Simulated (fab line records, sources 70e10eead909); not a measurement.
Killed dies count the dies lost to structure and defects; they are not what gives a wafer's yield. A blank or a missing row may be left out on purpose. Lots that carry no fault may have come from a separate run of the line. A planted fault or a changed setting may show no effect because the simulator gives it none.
The same fault as seen by 3 desks	flow nand_harc	what lay behind the numbers comes last; until then each desk has only its own

METROLOGY DESK
Lot by lot, what the gauges showed, no matter which tool ran the lot: averages of those sampled wafers that carry a number. Marked OUT: a lot whose mean sits more than 4 standard deviations from the usual mean, which makes it out of limits; the brackets give that distance.
Columns: A = cd_nm at NHARC_A_CHANNEL_HOLE_D1_CD_MEAS_30, usual 90.4 nm
lot	first seen here	A
L804	day 9 14:26	90.5
L808	day 10 20:11	89.0
L809	day 11 04:46	90.9
L810	day 12 01:13	90.3
L811	day 12 08:30	89.8
L817	day 15 00:01	89.9
L824	day 17 18:12	89.3
This desk's verdict: no lot among the 7 shows anything out of limits.

THE DEFECT DESK
Per lot, the means of the sampled wafers with a number show what the inspections along the route counted. Marked OUT: a lot whose mean sits more than 4 standard deviations from the usual mean, which makes it out of limits; the brackets give that distance.
Columns: A = raw_defect_count at NHARC_A_CHANNEL_HOLE_D1_INSPECT_40, usual 68
lot	first seen here	A
L804	day 9 14:37	47
L808	day 10 20:23	61
L809	day 11 04:57	50
L810	day 12 01:24	49
L811	day 12 08:41	110
L817	day 15 00:12	74
L824	day 17 18:23	50
This desk's verdict: no lot among the 7 shows anything out of limits.

TOOL OWNER'S DESK, ald_hk-03
The tool's own readings at NHARC_A_CHANNEL_FILL_D1_ALD_02 (deposits SiO2, target thk 6 nm, pulse time 10 s, ald cycles 60): means of the sampled wafers that have a number, for each lot that ran on this tool. Marked OUT: a lot whose mean sits more than 4 standard deviations from the usual mean, which makes it out of limits; the brackets give that distance.
Columns: A = heater_power_w at NHARC_A_CHANNEL_FILL_D1_ALD_02, usual 472 W; B = precursor_pulse_height_rel at NHARC_A_CHANNEL_FILL_D1_ALD_02, usual 1.002
lot	first seen here	A	B
L808	day 10 20:34	514	0.993
L809	day 11 06:07	449	1.018
L810	day 12 01:44	478	1.004
L811	day 12 08:56	498	0.978
L824	day 17 18:39	432	1.006
This desk's verdict: no lot among the 5 shows anything out of limits.

BROUGHT TOGETHER
Nothing out of limits was seen by the metrology desk.
Nothing out of limits was seen by the defect desk.
The desk of the tool owner found nothing out of limits.

WHAT HAD BEEN PUT IN BY THE SIMULATOR
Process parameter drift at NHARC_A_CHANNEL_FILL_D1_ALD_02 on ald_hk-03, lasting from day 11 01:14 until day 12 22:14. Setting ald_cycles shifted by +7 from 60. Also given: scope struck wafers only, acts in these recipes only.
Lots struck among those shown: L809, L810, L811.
